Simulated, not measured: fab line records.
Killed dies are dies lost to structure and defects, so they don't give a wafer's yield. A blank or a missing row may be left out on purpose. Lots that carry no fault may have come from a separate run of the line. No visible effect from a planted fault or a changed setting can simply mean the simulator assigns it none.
Split-lot trial :: flow n5_finfet :: on a route of 1938 steps: 7 lots, 39 wafers read

THE SPLIT ITSELF
At N5_SD_EPI_N_ETCH_45 (etches SiOCN in CH3F/O2, target depth 6 nm), the setting target_depth_a was moved away from the recipe's 60 angstrom on 12 of the 39 wafers read, by -53.3% to -23.0%. All remaining wafers had this setting at the recipe value.

The reading comes from the split's own step.

THE READING
etch.depth_nm (the simulator's own value, which no gauge read), in nm, at N5_SD_EPI_N_ETCH_45 (etches SiOCN in CH3F/O2, target depth 6 nm). No usual value for it is given in the file. The 27 wafers here that ran the recipe average 5.994 nm, standard deviation 0.12 nm.

wafer: L074.1
tool, chamber at the split: rie_diel-03, 1
target_depth_a as run, angstrom: 46.17
against the recipe: -23.0%
etch.depth_nm, nm: 4.652
against lot-mates on the recipe: -1.329

wafer: L074.2
tool, chamber at the split: rie_diel-03, 2
target_depth_a as run, angstrom: 46.17
against the recipe: -23.0%
etch.depth_nm, nm: 4.516
against lot-mates on the recipe: -1.465

wafer: L074.3
tool, chamber at the split: rie_diel-03, 0
target_depth_a as run, angstrom: 60
against the recipe: recipe
etch.depth_nm, nm: 5.914
against lot-mates on the recipe: -

wafer: L074.4
tool, chamber at the split: rie_diel-03, 3
target_depth_a as run, angstrom: 60
against the recipe: recipe
etch.depth_nm, nm: 5.997
against lot-mates on the recipe: -

wafer: L074.5
tool, chamber at the split: rie_diel-03, 0
target_depth_a as run, angstrom: 46.17
against the recipe: -23.0%
etch.depth_nm, nm: 4.525
against lot-mates on the recipe: -1.456

wafer: L074.6
tool, chamber at the split: rie_diel-03, 1
target_depth_a as run, angstrom: 60
against the recipe: recipe
etch.depth_nm, nm: 6.031
against lot-mates on the recipe: -

wafer: L077.1
tool, chamber at the split: rie_diel-06, 3
target_depth_a as run, angstrom: 60
against the recipe: recipe
etch.depth_nm, nm: 6.13
against lot-mates on the recipe: -

wafer: L077.2
tool, chamber at the split: rie_diel-06, 2
target_depth_a as run, angstrom: 60
against the recipe: recipe
etch.depth_nm, nm: 5.887
against lot-mates on the recipe: -

wafer: L077.3
tool, chamber at the split: rie_diel-06, 0
target_depth_a as run, angstrom: 34.02
against the recipe: -43.3%
etch.depth_nm, nm: 3.372
against lot-mates on the recipe: -2.679

wafer: L077.4
tool, chamber at the split: rie_diel-06, 2
target_depth_a as run, angstrom: 34.02
against the recipe: -43.3%
etch.depth_nm, nm: 3.356
against lot-mates on the recipe: -2.695

wafer: L077.5
tool, chamber at the split: rie_diel-06, 3
target_depth_a as run, angstrom: 60
against the recipe: recipe
etch.depth_nm, nm: 6.137
against lot-mates on the recipe: -

wafer: L077.6
tool, chamber at the split: rie_diel-06, 0
target_depth_a as run, angstrom: 34.02
against the recipe: -43.3%
etch.depth_nm, nm: 3.378
against lot-mates on the recipe: -2.673

wafer: L080.1
tool, chamber at the split: rie_diel-06, 3
target_depth_a as run, angstrom: 60
against the recipe: recipe
etch.depth_nm, nm: 6.126
against lot-mates on the recipe: -

wafer: L080.2
tool, chamber at the split: rie_diel-06, 2
target_depth_a as run, angstrom: 60
against the recipe: recipe
etch.depth_nm, nm: 5.88
against lot-mates on the recipe: -

wafer: L080.3
tool, chamber at the split: rie_diel-06, 0
target_depth_a as run, angstrom: 60
against the recipe: recipe
etch.depth_nm, nm: 5.984
against lot-mates on the recipe: -

wafer: L080.4
tool, chamber at the split: rie_diel-06, 1
target_depth_a as run, angstrom: 60
against the recipe: recipe
etch.depth_nm, nm: 6.15
against lot-mates on the recipe: -

wafer: L080.5
tool, chamber at the split: rie_diel-06, 2
target_depth_a as run, angstrom: 60
against the recipe: recipe
etch.depth_nm, nm: 5.943
against lot-mates on the recipe: -

wafer: L080.6
tool, chamber at the split: rie_diel-06, 3
target_depth_a as run, angstrom: 60
against the recipe: recipe
etch.depth_nm, nm: 6.085
against lot-mates on the recipe: -

wafer: L081.1
tool, chamber at the split: rie_diel-06, 1
target_depth_a as run, angstrom: 60
against the recipe: recipe
etch.depth_nm, nm: 6.03
against lot-mates on the recipe: -

wafer: L081.2
tool, chamber at the split: rie_diel-06, 3
target_depth_a as run, angstrom: 60
against the recipe: recipe
etch.depth_nm, nm: 6.039
against lot-mates on the recipe: -

wafer: L081.3
tool, chamber at the split: rie_diel-06, 0
target_depth_a as run, angstrom: 60
against the recipe: recipe
etch.depth_nm, nm: 5.84
against lot-mates on the recipe: -

wafer: L081.4
tool, chamber at the split: rie_diel-06, 2
target_depth_a as run, angstrom: 60
against the recipe: recipe
etch.depth_nm, nm: 5.8
against lot-mates on the recipe: -

wafer: L081.5
tool, chamber at the split: rie_diel-06, 2
target_depth_a as run, angstrom: 60
against the recipe: recipe
etch.depth_nm, nm: 5.812
against lot-mates on the recipe: -

wafer: L081.6
tool, chamber at the split: rie_diel-06, 3
target_depth_a as run, angstrom: 60
against the recipe: recipe
etch.depth_nm, nm: 6.055
against lot-mates on the recipe: -

wafer: L084.1
tool, chamber at the split: rie_diel-03, 3
target_depth_a as run, angstrom: 43.32
against the recipe: -27.8%
etch.depth_nm, nm: 4.354
against lot-mates on the recipe: -1.569

wafer: L084.2
tool, chamber at the split: rie_diel-03, 0
target_depth_a as run, angstrom: 60
against the recipe: recipe
etch.depth_nm, nm: 5.836
against lot-mates on the recipe: -

wafer: L084.3
tool, chamber at the split: rie_diel-03, 1
target_depth_a as run, angstrom: 43.32
against the recipe: -27.8%
etch.depth_nm, nm: 4.296
against lot-mates on the recipe: -1.627

wafer: L084.4
tool, chamber at the split: rie_diel-03, 0
target_depth_a as run, angstrom: 43.32
against the recipe: -27.8%
etch.depth_nm, nm: 4.233
against lot-mates on the recipe: -1.690

wafer: L084.5
tool, chamber at the split: rie_diel-03, 3
target_depth_a as run, angstrom: 60
against the recipe: recipe
etch.depth_nm, nm: 6.009
against lot-mates on the recipe: -

wafer: L084.6
tool, chamber at the split: rie_diel-03, 1
target_depth_a as run, angstrom: 60
against the recipe: recipe
etch.depth_nm, nm: 5.923
against lot-mates on the recipe: -

wafer: L088.1
tool, chamber at the split: rie_diel-03, 2
target_depth_a as run, angstrom: 28.02
against the recipe: -53.3%
etch.depth_nm, nm: 2.736
against lot-mates on the recipe: -3.192

wafer: L088.2
tool, chamber at the split: rie_diel-03, 3
target_depth_a as run, angstrom: 28.02
against the recipe: -53.3%
etch.depth_nm, nm: 2.799
against lot-mates on the recipe: -3.129

wafer: L088.3
tool, chamber at the split: rie_diel-03, 1
target_depth_a as run, angstrom: 28.02
against the recipe: -53.3%
etch.depth_nm, nm: 2.815
against lot-mates on the recipe: -3.113

wafer: L088.4
tool, chamber at the split: rie_diel-03, 3
target_depth_a as run, angstrom: 60
against the recipe: recipe
etch.depth_nm, nm: 5.946
against lot-mates on the recipe: -

wafer: L088.5
tool, chamber at the split: rie_diel-03, 2
target_depth_a as run, angstrom: 60
against the recipe: recipe
etch.depth_nm, nm: 5.822
against lot-mates on the recipe: -

wafer: L088.6
tool, chamber at the split: rie_diel-03, 1
target_depth_a as run, angstrom: 60
against the recipe: recipe
etch.depth_nm, nm: 6.016
against lot-mates on the recipe: -

wafer: L096.2
tool, chamber at the split: rie_diel-06, 1
target_depth_a as run, angstrom: 60
against the recipe: recipe
etch.depth_nm, nm: 6.128
against lot-mates on the recipe: -

wafer: L096.3
tool, chamber at the split: rie_diel-06, 3
target_depth_a as run, angstrom: 60
against the recipe: recipe
etch.depth_nm, nm: 6.13
against lot-mates on the recipe: -

wafer: L096.5
tool, chamber at the split: rie_diel-06, 3
target_depth_a as run, angstrom: 60
against the recipe: recipe
etch.depth_nm, nm: 6.178
against lot-mates on the recipe: -

FIT RESULTS
A straight line over all 39 wafers: etch.depth_nm changes by +0.0606 nm for each +1% of target_depth_a; r = +1.00; the points scatter about the line by 0.1 nm.
The same after taking each lot's own level away (the mean of its wafers on the recipe; 39 wafers): +0.06 nm for each +1%; r = +1.00; scatter 0.087 nm.
Per that fit: largest target_depth_a move, reading shift of 3.2 nm.
Measured against the standard deviation above, the lots' own levels, which go from 5.9227 to 6.1453 nm, span 1.9 times it.
Consequently the slope shifts little with the lot-to-lot level, the two slopes agreeing.
Check: -3.2 nm against its lot-mates is what the line predicts for one of the wafers moved furthest among these (-53.3%) when that wafer is left out of the fit. It came out at -3.19 nm against them.

OTHER SPLITS ON THESE WAFERS
Note: prior to the reading, these wafers also went through further splits. Each is held against what the fit with the lots' levels taken away leaves over:
other split on the same wafers: N5_ZERO_LAYER_PECVD_02 time_s
wafers away from the commonest value: 15
r with etch.depth_nm (lot level and that fit taken away): -0.28

other split on the same wafers: N5_ZERO_LAYER_DEVELOP_10 develop_time_s
wafers away from the commonest value: 18
r with etch.depth_nm (lot level and that fit taken away): +0.14

THE FILE'S OWN FIT
etch.depth_nm changes by +0.0601 nm for each +1% of target_depth_a, r = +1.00.
